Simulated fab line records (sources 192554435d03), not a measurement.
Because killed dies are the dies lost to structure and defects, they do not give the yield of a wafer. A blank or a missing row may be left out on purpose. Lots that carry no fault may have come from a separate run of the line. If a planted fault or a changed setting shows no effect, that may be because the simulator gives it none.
Matching of chambers ; flow n5-finfet ; N5_FIN_SAQP_SPACER1_ETCHBACK_25 on rie-diel-05 has 4 sister chambers
The step etches SiO2 in CHF3/O2, target depth 24.4 nm, time 12.2 s. 20 wafers are shown with their chamber, then 10 later ones without.

WAFERS WITH THEIR CHAMBER
wafer;chamber;drypump-motor-current-A (A);showerhead-plenum-p-Torr (Torr);rf-vpp-V (V)
L077.3;2;6.2;2.32;502
L077.4;1;5.4;2.40;513
L077.5;3;4.8;2.51;523
L078.1;3;4.8;2.51;524
L078.2;1;5.4;2.40;512
L078.4;2;6.2;2.32;503
L080.1;1;5.4;2.40;512
L080.2;2;6.2;2.32;504
L080.5;0;5.2;2.41;506
L081.2;2;6.3;2.32;504
L081.3;1;5.4;2.40;512
L081.6;3;4.8;2.51;524
L083.3;3;4.8;2.51;522
L083.5;1;5.4;2.40;513
L083.6;2;6.3;2.32;503
L085.1;3;4.8;2.50;523
L085.3;1;5.4;2.40;511
L085.5;1;5.4;2.40;512
L090.1;0;5.2;2.40;505
L090.4;3;4.8;2.50;523

SIGNATURES, as means of the wafers listed above
reading;chamber 0;chamber 1;chamber 2;chamber 3;scatter within a chamber
drypump-motor-current-A;5.200;5.400;6.240;4.800;0.0274
showerhead-plenum-p-Torr;2.4050;2.4000;2.3200;2.5067;0.00339
rf-vpp-V;505.50;512.14;503.20;523.17;0.75
Rule: for each reading, subtract the chamber's mean from the wafer's reading, divide by that reading's scatter and square the result; add these up over the readings and take the root, which gives the wafer's distance from the chamber. If the next closest chamber is less than 2 further off than the closest, the wafer can't be placed; otherwise it belongs to the closest. How the scatter is found: for the shown wafers, subtract from each reading the mean of its chamber, square and add these, divide the total by (wafers less chambers), then take the root.

WAFERS WITHOUT THEIR CHAMBER
wafer;drypump-motor-current-A (A);showerhead-plenum-p-Torr (Torr);rf-vpp-V (V)
L090.5;4.8;2.50;522
L091.2;5.2;2.40;505
L091.3;4.8;2.50;522
L091.5;5.2;2.40;505
L096.1;5.4;2.39;512
L096.2;5.2;2.39;505
L096.4;6.2;2.31;502
L097.3;6.2;2.31;502
L097.4;4.8;2.49;522
L097.6;5.2;2.39;505

EACH ONE'S CHAMBER
wafer;from the rows above;in truth
L090.5;3;3
L091.2;0;0
L091.3;3;3
L091.5;0;0
L096.1;1;1
L096.2;0;0
L096.4;2;2
L097.3;2;2
L097.4;3;3
L097.6;0;0
Correct placement for 10 of the 10. Can't be placed from these rows: 0. Placed wrongly: 0.
